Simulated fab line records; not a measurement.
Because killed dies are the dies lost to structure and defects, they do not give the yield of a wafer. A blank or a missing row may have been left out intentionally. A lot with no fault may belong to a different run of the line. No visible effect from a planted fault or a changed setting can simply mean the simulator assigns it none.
fab line records -- flow nand-harc
record lots=10, wafers=28, last-day=24
route steps=1159 shown A_CHANNEL_HOLE_D1@467 END@1159
lots with no fault: from the same line, run without faults
start-h: the number of hours between the record's first day and the start of the first shown wafer of the lot -- wait-h: how many hours have passed since the lot's step before this one -- " same as the row above -- L1.1+2: a row that stands for several wafers -- - value missing, or start not given -- * or withheld: withheld -- < > ~ a bound
route shown NAME@n: names a module that has steps shown in the file, with the first one's number in the route -- usual: average and standard deviation across the fault-free wafers -- same: alike in all rows -- chamber/n: place in a boat -- sites: readings site by site -- _std_site: their standard deviation -- _edge_site: mean of outer sites minus mean of inner sites -- radius-mm: how far each site lies from the wafer's centre -- mask NAME#n: copy n -- behind: the most recent tool/chamber to have shaped the wafer -- hold: the reason the lot was held/the length of the hold in hours/how it ended -- device: which transistor (n, p or np) failed to switch -- end of line: tests of these same wafers at the route's end -- step lacking rows: just its recipe -- killed: dies that structure and defects cost at the first sort, which is not the same as the wafer's yield -- map: a wafer's dies, marking killed ones x, the rest . and places with no die _
set.NAME: the run value of the setting; set.NAME@STEP: its run value at that earlier step -- model.NAME: the simulator's own value behind a step, which no gauge read
the route's steps for a sample of lots (tables are steps, rows are wafers)
services: from which hour (start-h, from the record's first day; less than 0 if before it) a tool's chamber was out of use, for how many hours, and why
## steps
# step NHARC_A_CHANNEL_HOLE_D1_ETCH_39
# recipe target-depth-a=2600, over-etch-frac=0.3, time-s=325, ion-energy-ev=200, n2-flow-sccm=150, h2-flow-sccm=150, ar-flow-sccm=0, rf-w=400, bias-w=150, chemistry=N2/H2
# usual drypump-motor-current-A=5.6/0.59, mfc-ar-sccm=0.011/0.012, oes-product-au=1.001/0.0079, rf-fwd-power-W=399.2/1.2, rf-vpp-V=431.3/2, showerhead-plenum-p-Torr=2.06/0.072, throttle-valve-pct=14.172/0.0086
# same time-s=325
lot.wafer,tool,chamber,start-h,wait-h,drypump-motor-current-A,mfc-ar-sccm,oes-product-au,rf-fwd-power-W,rf-hours-counter-h,rf-vpp-V,showerhead-plenum-p-Torr,throttle-valve-pct
L370.4,rie-diel-09,1,-,-,5.8,0.029,1.003,400.1,7,428.0,1.97,14.158
L370.3,rie-diel-09,2,-,-,5.4,0,0.988,398.7,6,428.7,1.96,14.176
L370.5,rie-diel-09,1,-,-,5.8,0.029,0.993,399.5,-,429.6,1.97,14.172
L375.1,rie-diel-05,0,-,-,6.1,0.022,1.019,399.1,1,429.9,2.06,14.173
L375.5,rie-diel-05,1,-,-,6.2,0.001,1.008,400.5,-,430.2,2.06,14.158
L375.6,rie-diel-05,2,-,-,5.6,0,1.017,397.7,-,433.7,2.14,14.165
L373.3,rie-diel-13,0,-,-,4.8,0.013,0.998,398.6,6,426.8,1.96,14.175
L373.4,rie-diel-13,3,-,-,6.5,0,0.999,399.8,6,433.1,2.12,14.170
L373.5,rie-diel-13,1,-,-,6.8,0,1.000,399.6,-,433.6,2.12,14.172
L378.2,rie-diel-09,1,-,-,5.8,0.029,1.004,399.8,9,427.8,1.97,14.174
L378.3,rie-diel-09,3,-,-,4.7,0,1.004,399.3,10,431.9,2.08,14.178
L378.4,rie-diel-09,0,-,-,5.1,0.024,1.008,397.0,10,433.1,2.18,14.165
L377.4,rie-diel-13,3,-,-,6.5,0,0.998,398.8,8,434.1,2.12,14.173
L377.2,rie-diel-13,1,-,-,6.8,0,1.006,399.7,9,432.3,2.11,14.181
L377.6,rie-diel-13,3,-,-,6.5,0,1.009,397.6,-,431.5,2.12,14.173
L382.2,rie-diel-05,0,-,-,6.1,0.022,1.003,399.7,4,431.9,2.06,14.170
L387.4,rie-diel-05,1,-,-,6.2,0.001,1.001,399.7,7,430.9,2.05,14.176
L387.1,rie-diel-05,3,-,-,5.4,0.029,0.996,400.2,6,432.4,2.08,14.171
L387.6,rie-diel-05,2,-,-,5.6,0,1.001,399.9,-,433.3,2.14,14.165
L389.1,rie-diel-09,2,-,-,5.4,0,1.009,398.1,3,428.2,1.96,14.167
L389.3,rie-diel-09,1,-,-,5.8,0.029,0.989,398.3,2,430.5,1.97,14.190
L389.5,rie-diel-09,2,-,-,5.4,0,1.004,399.9,-,427.2,1.96,14.184
L390.3,rie-diel-09,2,-,-,5.4,0,0.985,398.4,4,428.1,1.96,14.156
L390.6,rie-diel-09,0,-,-,5.1,0.024,0.993,398.3,-,433.8,2.18,14.178
L390.5,rie-diel-09,1,-,-,5.8,0.029,0.983,400.6,-,428.7,1.97,14.161
L392.3,rie-diel-05,3,-,-,5.4,0.029,1.014,399.1,8,432.1,2.08,14.180
L392.2,rie-diel-05,1,-,-,6.2,0.001,1.012,400.6,9,432.2,2.05,14.171
L392.5,rie-diel-05,3,-,-,5.4,0.029,1.000,399.6,-,432.3,2.08,14.154
# step NHARC_A_CHANNEL_HOLE_D1_ETCH_34
# recipe target-depth-a=1540, time-s=77, cf4-flow-sccm=100, chf3-flow-sccm=30, ar-flow-sccm=0, rf-w=500, bias-w=200, chemistry=CF4/CHF3
# usual drypump-motor-current-A=5.6/0.6, mfc-ar-sccm=0.011/0.012, oes-product-au=0.951/0.023, rf-fwd-power-W=496.4/2, rf-vpp-V=371.2/1.9, showerhead-plenum-p-Torr=1.59/0.05, throttle-valve-pct=16.803/0.0093
# same time-s=77
lot.wafer,tool,chamber,start-h,wait-h,drypump-motor-current-A,mfc-ar-sccm,oes-product-au,rf-fwd-power-W,rf-hours-counter-h,rf-vpp-V,showerhead-plenum-p-Torr,throttle-valve-pct
L370.4,rie-diel-09,2,-,-,5.4,0,0.948,496.8,6,369.8,1.52,16.804
L370.3,rie-diel-09,0,-,-,5.1,0.024,0.981,494.4,7,374.9,1.67,16.806
L370.5,rie-diel-09,2,-,-,5.4,0,0.963,496.5,-,368.8,1.52,16.794
L375.1,rie-diel-05,0,-,-,6.1,0.022,0.929,497.6,1,370.9,1.59,16.810
L375.6,rie-diel-05,0,-,-,6.1,0.022,0.933,495.5,-,370.7,1.59,16.813
L375.5,rie-diel-05,1,-,-,6.2,0.001,0.926,497.0,-,370.7,1.58,16.821
L373.3,rie-diel-13,0,-,-,4.8,0.013,0.933,497.6,7,366.8,1.52,16.816
L373.4,rie-diel-13,3,-,-,6.5,0,0.957,498.2,6,373.0,1.63,16.789
L373.5,rie-diel-13,1,-,-,6.8,0,0.952,493.2,-,372.3,1.63,16.798
L378.3,rie-diel-09,2,-,-,5.4,0,0.966,494.3,9,368.3,1.52,16.811
L378.2,rie-diel-09,3,-,-,4.7,0,0.922,492.8,10,371.5,1.60,16.799
L378.4,rie-diel-09,1,-,-,5.8,0.029,0.926,492.8,9,367.8,1.53,16.814
L377.2,rie-diel-13,0,-,-,4.8,0.013,0.933,496.4,9,369.0,1.52,16.813
L377.4,rie-diel-13,2,-,-,5.2,0.006,0.929,493.6,8,372.8,1.64,16.817
L377.6,rie-diel-13,0,-,-,4.8,0.013,0.936,497.3,-,368.3,1.52,16.801
L382.2,rie-diel-05,2,-,-,5.6,0,0.968,499.9,4,372.4,1.65,16.805
L387.1,rie-diel-05,3,-,-,5.4,0.029,0.928,497.7,6,370.8,1.60,16.786
L387.4,rie-diel-05,2,-,-,5.6,0,0.924,497.8,7,372.8,1.65,16.801
L387.6,rie-diel-05,0,-,-,6.0,0.022,0.925,497.1,-,371.0,1.59,16.820
L389.1,rie-diel-09,2,-,-,5.4,0,0.953,494.2,3,370.9,1.52,16.793
L389.3,rie-diel-09,0,-,-,5.1,0.024,0.987,494.3,2,374.6,1.67,16.788
L389.5,rie-diel-09,2,-,-,5.4,0,0.950,496.2,-,368.6,1.52,16.789
L390.3,rie-diel-09,2,-,-,5.4,0,0.982,495.1,4,369.3,1.52,16.792
L390.6,rie-diel-09,1,-,-,5.8,0.029,0.989,495.7,-,369.3,1.53,16.801
L390.5,rie-diel-09,2,-,-,5.4,0,0.981,496.6,-,367.7,1.52,16.804
L392.2,rie-diel-05,2,-,-,5.6,0,0.926,496.9,9,374.3,1.65,16.795
L392.3,rie-diel-05,0,-,-,6.1,0.022,0.932,494.9,9,370.3,1.59,16.811
L392.5,rie-diel-05,3,-,-,5.4,0.029,0.931,497.9,-,371.7,1.60,16.806
# step NHARC_A_CHANNEL_HOLE_D1_ETCH_20
# recipe bias-v=3000, source-w=withheld, pressure-mtorr=20, time-s=361.9, ar-flow-sccm=375, c4f8-flow-sccm=89.3, o2-flow-sccm=35.7, temp-c=-20, target-depth-a=16000, chemistry=C4F8/O2/Ar
# usual drypump-motor-current-A=5.8/0.38, mfc-ar-sccm=374.9/1.3, showerhead-plenum-p-Torr=3.62/0.11, throttle-valve-pct=32.154/0.0092
# same time-s=361.9
lot.wafer,tool,chamber,start-h,wait-h,drypump-motor-current-A,mfc-ar-sccm,rf-hours-counter-h,showerhead-plenum-p-Torr,throttle-valve-pct
L370.4,har-etch-01,1,190.12,0.2,5.2,373.5,-,3.61,32.150
L370.3,har-etch-01,0,190.12,0.2,5.7,377.7,-,3.82,32.143
L370.5,har-etch-01,1,190.12,0.2,5.2,375.7,-,3.61,32.149
L375.1,har-etch-01,1,199.48,0.1,5.2,373.3,199,3.61,32.156
L375.6,har-etch-01,0,199.48,0.1,5.7,375.1,-,3.82,32.143
L375.5,har-etch-01,1,199.48,0.1,5.1,373.3,-,3.61,32.161
L373.4,har-etch-01,1,203.72,0.2,5.2,374.7,-,3.61,32.160
L373.3,har-etch-01,0,203.72,0.2,5.6,375.3,-,3.82,32.154
L373.5,har-etch-01,1,203.72,0.2,5.2,374.5,-,3.61,32.160
L378.2,har-etch-02,0,223.91,0.1,5.8,375.2,117,3.55,32.161
L378.3,har-etch-02,0,223.91,0.1,5.8,374.6,-,3.55,32.149
L378.4,har-etch-02,1,223.91,0.1,6.2,374.6,-,3.55,32.151
L377.2,har-etch-01,1,228.67,0.1,5.2,375.3,216,3.60,32.151
L377.4,har-etch-01,0,228.67,0.1,5.7,374.1,-,3.81,32.172
L377.6,har-etch-01,0,228.67,0.1,5.7,374.7,-,3.81,32.168
L382.2,har-etch-01,1,251.79,0.1,5.2,377.0,224,3.60,32.150
L387.1,har-etch-02,1,281.81,0.1,6.2,375.6,143,3.54,32.157
L387.4,har-etch-02,0,281.81,0.1,5.8,375.7,-,3.54,32.157
L387.6,har-etch-02,1,281.81,0.1,6.2,375.2,-,3.54,32.155
L389.1,har-etch-02,0,293.37,0.1,5.9,374.4,148,3.54,32.162
L389.3,har-etch-02,1,293.37,0.1,6.2,374.8,-,3.54,32.152
L389.5,har-etch-02,0,293.37,0.1,5.9,372.9,-,3.54,32.153
L390.3,har-etch-02,1,298.67,0.2,6.2,375.5,-,3.53,32.157
L390.5,har-etch-02,1,298.67,0.2,6.2,377.1,-,3.53,32.166
L390.6,har-etch-02,0,298.67,0.2,5.8,375.1,-,3.54,32.161
L392.2,har-etch-02,1,319.51,0.1,6.2,376.0,163,3.53,32.175
L392.3,har-etch-02,0,319.51,0.1,5.8,376.0,-,3.53,32.152
L392.5,har-etch-02,1,319.51,0.1,6.2,375.5,-,3.53,32.154
# step NHARC_A_CHANNEL_HOLE_D1_ETCH_23
# recipe bias-v=5000, source-w=withheld, pressure-mtorr=20, time-s=819, ar-flow-sccm=375, c4f8-flow-sccm=89.3, o2-flow-sccm=35.7, temp-c=-20, target-depth-a=16000, chemistry=C4F8/O2/Ar
# usual drypump-motor-current-A=5.8/0.38, mfc-ar-sccm=375.1/1.1, showerhead-plenum-p-Torr=3.62/0.11, throttle-valve-pct=32.156/0.0094
# same time-s=819
lot.wafer,tool,chamber,start-h,wait-h,drypump-motor-current-A,mfc-ar-sccm,rf-hours-counter-h,showerhead-plenum-p-Torr,throttle-valve-pct
L370.4,har-etch-01,1,191.58,0.5,5.2,374.4,-,3.61,32.157
L370.3,har-etch-01,0,191.58,0.5,5.7,374.8,-,3.82,32.148
L370.5,har-etch-01,1,191.58,0.5,5.2,373.3,-,3.61,32.161
L375.1,har-etch-01,1,200.88,0.5,5.2,375.5,201,3.61,32.172
L375.6,har-etch-01,0,200.88,0.5,5.7,374.1,-,3.82,32.169
L375.5,har-etch-01,1,200.88,0.5,5.2,377.4,-,3.61,32.145
L373.4,har-etch-01,1,205.17,0.5,5.2,375.1,-,3.61,32.169
L373.3,har-etch-01,0,205.17,0.5,5.6,376.1,-,3.82,32.154
L373.5,har-etch-01,1,205.17,0.5,5.2,375.8,-,3.61,32.163
L378.2,har-etch-02,0,225.23,0.5,5.9,373.9,119,3.55,32.157
L378.3,har-etch-02,0,225.23,0.5,5.9,376.6,-,3.55,32.152
L378.4,har-etch-02,1,225.23,0.5,6.2,374.8,-,3.55,32.154
L377.2,har-etch-01,1,230.06,0.5,5.2,373.7,217,3.60,32.158
L377.4,har-etch-01,0,230.06,0.5,5.7,373.9,-,3.81,32.156
L377.6,har-etch-01,0,230.06,0.5,5.7,375.1,-,3.81,32.162
L382.2,har-etch-01,1,253.10,0.5,5.2,376.0,225,3.60,32.162
L387.1,har-etch-02,1,283.18,0.5,6.2,374.5,144,3.54,32.152
L387.4,har-etch-02,0,283.18,0.5,5.8,376.3,-,3.54,32.165
L387.6,har-etch-02,1,283.18,0.5,6.2,373.4,-,3.54,32.176
L389.1,har-etch-02,0,294.76,0.5,5.8,376.1,150,3.54,32.141
L389.3,har-etch-02,1,294.76,0.5,6.2,373.2,-,3.54,32.154
L389.5,har-etch-02,0,294.76,0.5,5.8,375.1,-,3.54,32.165
L390.3,har-etch-02,1,300.12,0.5,6.2,374.1,-,3.53,32.150
L390.5,har-etch-02,1,300.12,0.5,6.2,375.0,-,3.53,32.153
L390.6,har-etch-02,0,300.12,0.5,5.9,375.8,-,3.54,32.154
L392.2,har-etch-02,1,320.88,0.5,6.2,376.4,164,3.53,32.154
L392.3,har-etch-02,0,320.88,0.5,5.9,376.1,-,3.53,32.149
L392.5,har-etch-02,1,320.88,0.5,6.2,374.8,-,3.53,32.152
# step NHARC_A_CHANNEL_HOLE_D1_XSEM_31
# recipe landing-energy-ev=35000
# usual bot-cd-nm=74.8/1, bow-nm=8.63/0.26, tilt-deg=0.07/0.044
lot.wafer,tool,chamber,start-h,wait-h,bot-cd-nm,bow-nm,tilt-deg
L370.3,xsem-01,0,195.53,0.1,75.5,8.46,0.01
L370.4,xsem-01,0,195.53,0.1,75.1,8.54,0.00
L370.5,xsem-01,0,195.53,0.1,75.4,8.51,0.01
L375.1,xsem-01,0,204.95,0.1,78.2,8.61,0.14
L375.5,xsem-01,0,204.95,0.1,75.7,8.55,0.14
L375.6,xsem-01,0,204.95,0.1,75.1,8.64,0.14
L373.3,xsem-01,0,209.11,0.1,73.3,8.36,0.02
L373.4,xsem-01,0,209.11,0.1,74.4,8.44,0.02
L373.5,xsem-01,0,209.11,0.1,74.3,8.40,0.02
L378.2,xsem-02,0,229.40,0.1,75.4,8.63,0.11
L378.3,xsem-02,0,229.40,0.1,76.6,8.55,0.11
L378.4,xsem-02,0,229.40,0.1,76.3,8.57,0.11
L377.2,xsem-01,0,234.12,0.1,75.4,8.51,0.11
L377.4,xsem-01,0,234.12,0.1,75.2,8.48,0.11
L377.6,xsem-01,0,234.12,0.1,76.3,8.50,0.11
L377.2,xsem-01,0,-,-,75.3,-,0.03
L377.4,xsem-01,0,-,-,75.3,-,0.03
L377.6,xsem-01,0,-,-,76.5,-,0.03
L382.2,xsem-01,0,257.46,0.1,73.3,8.96,0.08
L382.2,xsem-01,0,-,-,73.3,-,0.04
L387.1,xsem-01,0,287.21,0.1,72.9,8.56,0.13
L387.4,xsem-01,0,287.21,0.1,74.4,8.59,0.13
L387.6,xsem-01,0,287.21,0.1,73.7,8.54,0.13
L389.1,xsem-02,0,298.83,0.1,74.1,8.42,0.13
L389.3,xsem-02,0,298.83,0.1,74.2,8.30,0.13
L389.5,xsem-02,0,298.83,0.1,75.6,8.38,0.13
L390.3,xsem-01,0,304.09,0.1,73.8,8.86,0.06
L390.5,xsem-01,0,304.09,0.1,74.2,8.86,0.06
L390.6,xsem-01,0,304.09,0.1,74.8,8.91,0.06
L392.2,xsem-01,0,324.99,0.1,74.2,8.68,-0.01
L392.3,xsem-01,0,324.99,0.1,75.5,8.73,-0.01
L392.5,xsem-01,0,324.99,0.1,75.8,8.74,-0.01
# step NHARC_END_SORT_01
# recipe temp-c=25
# usual killed-at-array=24/7.4, killed-at-other=0.5/0.81, killed-at-periphery=3.4/2.3, killed-dies=28/8, killed-open=3.4/1.8, killed-short=2.0/1.4
# same gross-dies=677
lot.wafer,tool,chamber,start-h,wait-h,killed-at-array,killed-at-other,killed-at-periphery,killed-dies,killed-open,killed-short
L370.3,prober-02,0,451.47,3.1,25,0,3,28,3,2
L370.4,prober-02,0,452.26,3.4,20,0,5,25,5,2
L370.5,prober-02,0,453.05,3.6,32,0,4,36,7,1
L373.3,prober-01,0,459.32,3.1,20,0,0,20,3,2
L373.4,prober-01,0,460.13,3.4,18,1,0,19,4,0
L373.5,prober-01,0,460.93,3.7,20,1,1,22,2,1
L375.1,prober-02,0,465.51,2.6,23,0,6,29,8,2
L375.5,prober-02,0,468.70,3.7,32,0,4,36,5,3
L375.6,prober-02,0,469.50,4.0,25,0,4,29,3,2
L377.2,prober-01,0,489.05,2.8,27,0,1,28,3,1
L377.4,prober-01,0,490.64,3.4,32,2,1,35,0,1
L377.6,prober-01,0,492.23,4.0,39,1,1,41,2,3
L378.2,prober-02,0,489.05,2.8,24,0,1,25,3,2
L378.3,prober-02,0,489.85,3.1,19,0,0,19,3,1
L378.4,prober-02,0,490.65,3.4,23,1,0,24,4,1
L382.2,prober-01,0,517.97,2.8,24,0,7,31,5,2
L387.1,prober-02,0,555.78,2.5,15,1,6,22,2,2
L387.4,prober-02,0,558.21,3.4,26,3,3,32,3,2
L387.6,prober-02,0,559.83,4.0,32,0,6,38,3,1
L389.1,prober-01,0,561.63,2.5,22,0,4,26,4,0
L389.3,prober-01,0,563.23,3.1,19,1,3,23,7,1
L389.5,prober-01,0,564.84,3.7,21,0,3,24,2,2
L390.3,prober-01,0,571.06,3.1,25,0,5,30,4,2
L390.5,prober-01,0,572.68,3.7,32,0,9,41,6,3
L390.6,prober-01,0,573.49,4.0,28,0,2,30,3,2
L392.2,prober-02,0,579.44,2.8,28,0,1,29,1,4
L392.3,prober-02,0,580.24,3.1,34,0,5,39,2,6
L392.5,prober-02,0,581.84,3.7,39,0,3,42,4,6
# killed by level:class
L370.3 A_CHANNEL_HOLE_D1:chamber-film-flake=10 A_CONTACT:chamber-film-flake=6 A_SLIT:chamber-film-flake=5 P_CONTACT:geometric-particle:open=1 A_CHANNEL_FILL_D1:geometric-particle:short=1 A_SGD_CUT:geometric-particle:open=1 A_CONTACT:geometric-particle:open=1 A_M1:geometric-particle:short=1
L370.4 A_CHANNEL_HOLE_D1:chamber-film-flake=9 A_CONTACT:chamber-film-flake=4 A_SLIT:chamber-film-flake=3 P_STI:geometric-particle:open=1 P_GATE:geometric-particle:open=1 P_CONTACT:geometric-particle:open=1 P_M2:geometric-particle:open=1 A_CHANNEL_FILL_D1:geometric-particle:short=1
L370.5 A_SLIT:chamber-film-flake=11 A_CHANNEL_HOLE_D1:chamber-film-flake=8 A_CONTACT:chamber-film-flake=5 A_CONTACT:geometric-particle:open=2 P_CONTACT:geometric-particle:open=1 P_M0:geometric-particle:open=1 A_CHANNEL_FILL_D1:geometric-particle:short=1 A_CHANNEL_FILL_D1:geometric-particle:open=1
L373.3 A_CHANNEL_HOLE_D1:chamber-film-flake=7 A_CONTACT:chamber-film-flake=5 A_CONTACT:geometric-particle:open=2 A_STAIRCASE:chamber-film-flake=2 A_CHANNEL_FILL_D1:geometric-particle:open=1 A_CHANNEL_FILL_D1:geometric-particle:short=1 A_STAIRCASE:geometric-particle:short=1 A_CHANNEL_FILL_D1:chamber-film-flake=1
L373.4 A_CHANNEL_HOLE_D1:chamber-film-flake=5 A_CONTACT:chamber-film-flake=5 A_CONTACT:geometric-particle:open=2 A_SGD_CUT:geometric-particle:open=1 A_BLC:geometric-particle:open=1 A_ZERO_WELL:chamber-film-flake=1 A_STAIRCASE:chamber-film-flake=1 A_SLIT:chamber-film-flake=1
L373.5 A_CONTACT:chamber-film-flake=9 A_CHANNEL_HOLE_D1:chamber-film-flake=8 P_GATE:geometric-particle:open=1 A_ONON_D1:geometric-particle:short=1 A_CONTACT:geometric-particle:open=1 A_ZERO_WELL:chamber-film-flake=1 THIN_TSV:chamber-film-flake=1
L375.1 A_CHANNEL_HOLE_D1:chamber-film-flake=7 A_SLIT:chamber-film-flake=3 A_SOURCE_PLATE:geometric-particle:open=2 A_SOURCE_PLATE:geometric-particle:short=2 P_STI:chamber-film-flake=2 A_CHANNEL_FILL_D1:chamber-film-flake=2 A_CONTACT:chamber-film-flake=2 P_GATE:geometric-particle:open=1
L375.5 A_CHANNEL_HOLE_D1:chamber-film-flake=8 A_SLIT:chamber-film-flake=5 A_STAIRCASE:chamber-film-flake=5 A_CONTACT:chamber-film-flake=4 A_CHANNEL_FILL_D1:chamber-film-flake=3 A_ONON_D1:geometric-particle:open=2 P_GATE:geometric-particle:open=1 P_M0:geometric-particle:open=1
L375.6 A_CHANNEL_HOLE_D1:chamber-film-flake=13 A_SLIT:chamber-film-flake=5 P_STI:chamber-film-flake=2 A_CONTACT:chamber-film-flake=2 P_CONTACT:geometric-particle:open=1 P_M0:geometric-particle:short=1 A_CHANNEL_FILL_D1:geometric-particle:open=1 A_SGD_CUT:geometric-particle:short=1
L377.2 A_SLIT:chamber-film-flake=8 A_CHANNEL_HOLE_D1:chamber-film-flake=7 A_CONTACT:chamber-film-flake=7 A_CONTACT:geometric-particle:open=2 A_WL_FILL:geometric-particle:short=1 A_M1:geometric-particle:open=1 P_GATE:chamber-film-flake=1 A_STAIRCASE:chamber-film-flake=1
L378.2 A_SLIT:chamber-film-flake=9 A_STAIRCASE:chamber-film-flake=5 A_CHANNEL_FILL_D1:chamber-film-flake=2 A_CONTACT:chamber-film-flake=2 P_M0:geometric-particle:short=1 A_ONON_D1:geometric-particle:open=1 A_CHANNEL_HOLE_D1:geometric-particle:short=1 A_WL_FILL:geometric-particle:open=1
L378.3 A_SLIT:chamber-film-flake=10 A_STAIRCASE:chamber-film-flake=3 A_M0:geometric-particle:open=2 A_CHANNEL_FILL_D1:geometric-particle:open=1 A_M0:geometric-particle:short=1 A_CONTACT:chamber-film-flake=1 A_M1:chamber-film-flake=1
L377.4 A_CHANNEL_HOLE_D1:chamber-film-flake=14 A_CONTACT:chamber-film-flake=8 A_SLIT:chamber-film-flake=7 A_STAIRCASE:chamber-film-flake=2 A_WL_FILL:geometric-particle:short=1 P_BONDPAD:chamber-film-flake=1 THIN_TSV:chamber-film-flake=1 HYBRID_BOND:latent=1
L378.4 A_SLIT:chamber-film-flake=15 A_M0:geometric-particle:open=2 A_CHANNEL_HOLE_D1:geometric-particle:open=1 A_CHANNEL_FILL_D1:geometric-particle:short=1 STARTING-WAFER:geometric-particle:open=1 A_ZERO_WELL:chamber-film-flake=1 A_CHANNEL_HOLE_D1:chamber-film-flake=1 A_STAIRCASE:chamber-film-flake=1
L377.6 A_CHANNEL_HOLE_D1:chamber-film-flake=16 A_SLIT:chamber-film-flake=14 A_WL_FILL:geometric-particle:short=2 A_CONTACT:geometric-particle:open=2 A_STAIRCASE:chamber-film-flake=2 A_CONTACT:chamber-film-flake=2 A_CHANNEL_FILL_D1:geometric-particle:short=1 P_GATE:chamber-film-flake=1
L382.2 A_CHANNEL_HOLE_D1:chamber-film-flake=8 A_CONTACT:chamber-film-flake=8 P_ZERO_WELL:chamber-film-flake=5 A_STAIRCASE:chamber-film-flake=3 P_CONTACT:geometric-particle:open=2 A_ONON_D1:geometric-particle:open=1 A_CHANNEL_FILL_D1:geometric-particle:short=1 A_WL_FILL:geometric-particle:open=1
L387.1 A_CHANNEL_HOLE_D1:chamber-film-flake=8 P_GATE:chamber-film-flake=5 A_CONTACT:chamber-film-flake=2 A_STAIRCASE:chamber-film-flake=2 P_M2:geometric-particle:open=1 A_ONON_D1:geometric-particle:open=1 A_ONON_D1:geometric-particle:short=1 A_SLIT:geometric-particle:short=1
L387.4 A_CHANNEL_HOLE_D1:chamber-film-flake=8 A_CONTACT:chamber-film-flake=6 A_STAIRCASE:chamber-film-flake=5 THIN_TSV:chamber-film-flake=3 P_GATE:chamber-film-flake=2 P_CONTACT:geometric-particle:open=1 A_ONON_D1:geometric-particle:open=1 A_SGD_CUT:geometric-particle:short=1
L387.6 A_CHANNEL_HOLE_D1:chamber-film-flake=14 A_CONTACT:chamber-film-flake=9 P_GATE:chamber-film-flake=3 A_STAIRCASE:chamber-film-flake=3 A_SLIT:chamber-film-flake=2 P_M0:geometric-particle:open=1 A_WL_FILL:geometric-particle:short=1 A_CONTACT:geometric-particle:open=1
L389.1 A_CHANNEL_HOLE_D1:chamber-film-flake=10 A_STAIRCASE:chamber-film-flake=5 A_M0:geometric-particle:open=2 P_CONTACT:chamber-film-flake=2 A_SLIT:chamber-film-flake=2 A_CONTACT:chamber-film-flake=2 P_STI:geometric-particle:open=1 A_CHANNEL_HOLE_D1:geometric-particle:open=1
L389.3 A_CHANNEL_HOLE_D1:chamber-film-flake=5 A_CONTACT:chamber-film-flake=4 A_M0:chamber-film-flake=3 P_CONTACT:geometric-particle:open=2 A_CONTACT:geometric-particle:open=2 A_M0:geometric-particle:open=2 A_SOURCE_PLATE:geometric-particle:open=1 P_CONTACT:chamber-film-flake=1
L389.5 A_CONTACT:chamber-film-flake=12 P_STI:chamber-film-flake=3 A_CHANNEL_HOLE_D1:chamber-film-flake=3 A_M1:geometric-particle:short=2 A_CONTACT:geometric-particle:open=1 A_M0:geometric-particle:open=1 A_STAIRCASE:chamber-film-flake=1 A_SLIT:chamber-film-flake=1
L390.3 A_SLIT:chamber-film-flake=10 A_CHANNEL_HOLE_D1:chamber-film-flake=5 A_CONTACT:chamber-film-flake=5 A_CONTACT:geometric-particle:open=2 A_STAIRCASE:chamber-film-flake=2 P_CONTACT:geometric-particle:short=1 P_M0:geometric-particle:open=1 P_M0:geometric-particle:short=1
L390.5 A_SLIT:chamber-film-flake=11 P_M2:chamber-film-flake=6 A_CHANNEL_HOLE_D1:chamber-film-flake=5 A_STAIRCASE:chamber-film-flake=4 A_CONTACT:chamber-film-flake=4 P_M0:geometric-particle:open=2 A_CONTACT:geometric-particle:open=2 A_WL_FILL:chamber-film-flake=2
L390.6 A_SLIT:chamber-film-flake=14 A_CHANNEL_HOLE_D1:chamber-film-flake=4 A_CONTACT:chamber-film-flake=3 A_STAIRCASE:chamber-film-flake=2 P_M0:geometric-particle:open=1 A_SOURCE_PLATE:geometric-particle:open=1 A_CHANNEL_HOLE_D1:geometric-particle:short=1 A_CONTACT:geometric-particle:short=1
L392.2 A_SLIT:chamber-film-flake=10 A_CHANNEL_HOLE_D1:chamber-film-flake=6 A_CONTACT:chamber-film-flake=4 A_WL_FILL:geometric-particle:short=2 A_STAIRCASE:chamber-film-flake=2 A_CHANNEL_FILL_D1:geometric-particle:short=1 A_CONTACT:geometric-particle:short=1 A_BLC:geometric-particle:open=1
L392.3 A_SLIT:chamber-film-flake=19 A_CHANNEL_HOLE_D1:chamber-film-flake=4 A_CONTACT:chamber-film-flake=4 P_GATE:geometric-particle:short=2 A_ZERO_WELL:chamber-film-flake=2 P_CONTACT:geometric-particle:short=1 A_SOURCE_PLATE:geometric-particle:open=1 A_ONON_D1:geometric-particle:short=1
L392.5 A_SLIT:chamber-film-flake=16 A_CHANNEL_HOLE_D1:chamber-film-flake=10 A_CONTACT:chamber-film-flake=3 A_CHANNEL_HOLE_D1:geometric-particle:short=2 A_STAIRCASE:chamber-film-flake=2 P_STI:geometric-particle:open=1 P_CONTACT:geometric-particle:open=1 P_M1:geometric-particle:open=1
## services
tool,chamber,start-h,hours,kind
rie-diel-09,2,167.06,13.7,repair
rie-diel-05,3,176.30,15.1,repair
rie-diel-09,0,184.28,-,clean
rie-diel-09,1,184.28,-,clean
rie-diel-09,2,184.28,-,clean
rie-diel-09,3,184.28,-,clean
rie-diel-13,2,194.24,4.3,repair
rie-diel-09,0,208.78,-,clean
rie-diel-09,1,208.78,-,clean
rie-diel-09,2,208.78,-,clean
rie-diel-09,3,208.78,-,clean
rie-diel-09,0,233.28,-,clean
rie-diel-09,-,254.22,9.0,pm
rie-diel-05,2,255.55,2.5,repair
rie-diel-13,1,262.52,1.6,repair
rie-diel-13,-,276.00,9.0,pm
xsem-02,-,302.00,14.0,pm
har-etch-01,-,305.08,17.0,pm
har-etch-01,0,305.08,17.0,vent-cycle
har-etch-01,1,305.08,17.0,vent-cycle
har-etch-01,0,322.08,-,clean
har-etch-01,0,322.08,-,consumable-replace:focus-ring
har-etch-01,1,322.08,-,clean
har-etch-01,1,322.08,-,consumable-replace:focus-ring
## key
first-sign step=NHARC_A_CHANNEL_HOLE_D1_XSEM_31, reading=visit, direction=added
effect none on later readings
met-at NHARC_A_CHANNEL_HOLE_D1_ETCH_20
struck-lots L377,L382
struck-wafers L377.2,L382.2
tester-left-out L377,L382
not-acting-at NHARC_A_CHANNEL_HOLE_D1_ETCH_39,NHARC_A_CHANNEL_HOLE_D1_ETCH_34,NHARC_A_CHANNEL_HOLE_D1_ETCH_23
onset-between 203.72 228.67
fault kind=process-parameter-drift, tool=har-etch-01, chamber=1, onset-h=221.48, steps=NHARC_A_CHANNEL_HOLE_D1_ETCH_20, channel=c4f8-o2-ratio, offset=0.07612, shape=step, end-h=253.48, acts-in=these-recipes-only, stated=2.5
# tester-left-out: of these lots the tester's yield and bins aren't shown, on N5 and GAA mostly nor the transistor test; their killed dies are dies lost to structure and defects alone, not to doping, threshold or leakage, so they don't give the yield
